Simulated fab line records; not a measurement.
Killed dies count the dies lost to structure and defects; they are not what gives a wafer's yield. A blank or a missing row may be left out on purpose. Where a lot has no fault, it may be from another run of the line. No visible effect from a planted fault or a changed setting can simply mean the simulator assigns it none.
What tool caused it? -- flow n5-finfet -- 11 lots, 33 wafers sampled, at 3 steps of a route of 1938

## WHAT THE GAUGES SHOWED, per wafer
N5_BEOL_M12_RS_MEAS_54: the measuring method here is four-point-probe.
lot,measured,on,M12_RS (ohm/sq)
L075,day 11 19:40,film-metro-02,0.0607 0.0616 0.0604
L077,day 13 00:41,film-metro-01,0.0612 0.0587 0.0594
L082,day 13 20:34,film-metro-01,0.0605 0.0608 0.0600
L084,day 14 10:06,film-metro-02,0.0594 0.0613 0.0613
L085,day 15 06:25,film-metro-02,0.0603 0.0601 0.0616
L088,day 15 11:24,film-metro-02,0.0622 0.0619 0.0614
L089,day 15 20:08,film-metro-01,0.0595 0.0599 0.0593
L091,day 16 14:52,film-metro-01,0.0597 0.0592 0.0599
L094,day 17 01:13,film-metro-01,0.0606 0.0613 0.0600
L095,day 17 04:46,film-metro-01,0.0589 0.0600 0.0586
L097,day 18 08:47,film-metro-01,0.0585 0.0591 0.0590

## WHAT TOOL EACH LOT RAN ON (gives the tool, then ch and the chambers of the sampled wafers, and finally the start)
lot,N5_BEOL_M11_VIA_ETCH_34,N5_BEOL_M12_SPUTTER_43
L075,"rie-diel-01 ch 0,3, day 11 11:27","pvd-sputter-01, day 11 18:25"
L077,"rie-diel-06 ch 0,3, day 12 10:11","pvd-sputter-02, day 12 23:33"
L082,"rie-diel-06 ch 0,2, day 13 11:50","pvd-sputter-03, day 13 19:26"
L084,"rie-diel-01 ch 0,3, day 14 00:56","pvd-sputter-01, day 14 08:24"
L085,"rie-diel-01 ch 0,2, day 14 19:12","pvd-sputter-02, day 15 04:06"
L088,"rie-diel-06 ch 0,1, day 15 02:24","pvd-sputter-02, day 15 09:28"
L089,"rie-diel-01 ch 0,3, day 15 07:19","pvd-sputter-02, day 15 19:00"
L091,"rie-diel-06 ch 0,1,2, day 16 05:29","pvd-sputter-03, day 16 13:44"
L094,"rie-diel-01 ch 0,1,3, day 16 12:52","pvd-sputter-02, day 16 23:48"
L095,"rie-diel-06 ch 0,1, day 16 16:46","pvd-sputter-03, day 17 02:41"
L097,"rie-diel-03 ch 2,3, day 17 20:37","pvd-sputter-02, day 18 07:39"
- N5_BEOL_M11_VIA_ETCH_34: etches SiCOH lowk in C4F6/O2, target depth 184.5 nm, time 69.2 s.
- N5_BEOL_M12_SPUTTER_43: material TaN, target thk 15 nm, time 24.19 s.

## THE ANSWER, worked out from the rows above alone
Rule: what is usual is taken from the lots themselves. The widest of any qualifying gaps counts: lots, ordered by their means at a reading, are off when they make up no more than a third of the lots, leave a main group of 4 or more, and stand apart from it by 3 or more times the standard deviation of that group's means. A main group is skipped when, at the precision printed for the reading in the tables above, its means are all equal. Also off: a lot with no number at a reading for which 4 or more lots have one. All remaining lots with rows at the step are treated as sound.
Across all readings shown, no lot is off: no conclusion can be drawn from this.

## WHAT WAS PUT IN BY THE SIMULATOR
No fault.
